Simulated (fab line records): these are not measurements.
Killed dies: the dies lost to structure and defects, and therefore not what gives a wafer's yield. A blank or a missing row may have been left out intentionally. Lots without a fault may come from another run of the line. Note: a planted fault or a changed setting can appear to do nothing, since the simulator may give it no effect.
Which tool was responsible? | flow nand_harc | 15 lots, 45 wafers sampled, at 1 step of a route of 1302

## WHAT THE GAUGES READ, wafer by wafer
NHARC_P_BONDPAD_OVL_MEAS_38. Usual: overlay_x_nm 2 nm, standard deviation 4.4; overlay_y_nm 0 nm, standard deviation 5.6.
lot  | measured     | on         | overlay_x_nm (nm) | overlay_y_nm (nm) | flag
L622 | day 6 21:10  | overlay-02 | 9 9 9             | 4 4 4             |
L624 | day 7 08:12  | overlay-02 | 2 1 1             | -7 -7 -8          |
L625 | day 7 23:31  | overlay-02 | 4 3 3             | -6 -6 -7          |
L627 | day 8 15:19  | overlay-01 | 6 6 6             | -3 -2 -2          |
L628 | day 9 05:23  | overlay-02 | 0 0 0             | -7 -7 -6          |
L629 | day 9 10:59  | overlay-02 | -2 -3 -3          | -5 -5 -4          |
L630 | day 9 23:08  | overlay-02 | -1 -2 -1          | 2 2 1             |
L638 | day 13 02:46 | overlay-02 | 2 2 2             | 9 9 9             |
L639 | day 13 21:06 | overlay-01 | 8 8 8             | -3 -3 -3          |
L640 | day 14 03:22 | overlay-02 | 0 -1 0            | -6 -6 -6          |
L641 | day 14 15:26 | overlay-01 | 0 0 0             | 3 2 3             |
L643 | day 15 06:55 | overlay-01 | -4 -4 -5          | -2 -2 -2          |
L642 | day 15 08:01 | overlay-01 | 6 6 6             | -7 -8 -7          |
L644 | day 16 01:43 | overlay-02 | 0 0 0             | 9 9 9             |
L645 | day 16 04:35 | overlay-01 | 6 5 5             | 2 2 2             |

## WHICH TOOL RAN EACH LOT (tool, then ch and the chambers of the sampled wafers, then the start)
No process step before these readings appears in the record.

## WHAT THE TOOLS THEMSELVES READ (means of the sampled wafers that have a number; where no wafer has one, the mark that the record gives instead)
The record holds no such reading with a usual standard deviation.

## THE ANSWER, worked out from the rows above alone
Rule: a lot counts as off when the mean over its wafers that have a number is more than 3 standard deviations away from the usual mean. Also off: a lot with no number at a reading for which 4 or more lots have one. Any other lot the step has rows for is counted as sound. After the gauges, taken in route order, come the tools' own readings; for these a lot's mean is taken, as printed above. The first step at which some lot is off is used, and at that step the reading that is off furthest; a lot without a number counts as furthest.
No lot is off at any reading shown: from this, nothing can be told.

## WHAT THE SIMULATOR HAD INSERTED
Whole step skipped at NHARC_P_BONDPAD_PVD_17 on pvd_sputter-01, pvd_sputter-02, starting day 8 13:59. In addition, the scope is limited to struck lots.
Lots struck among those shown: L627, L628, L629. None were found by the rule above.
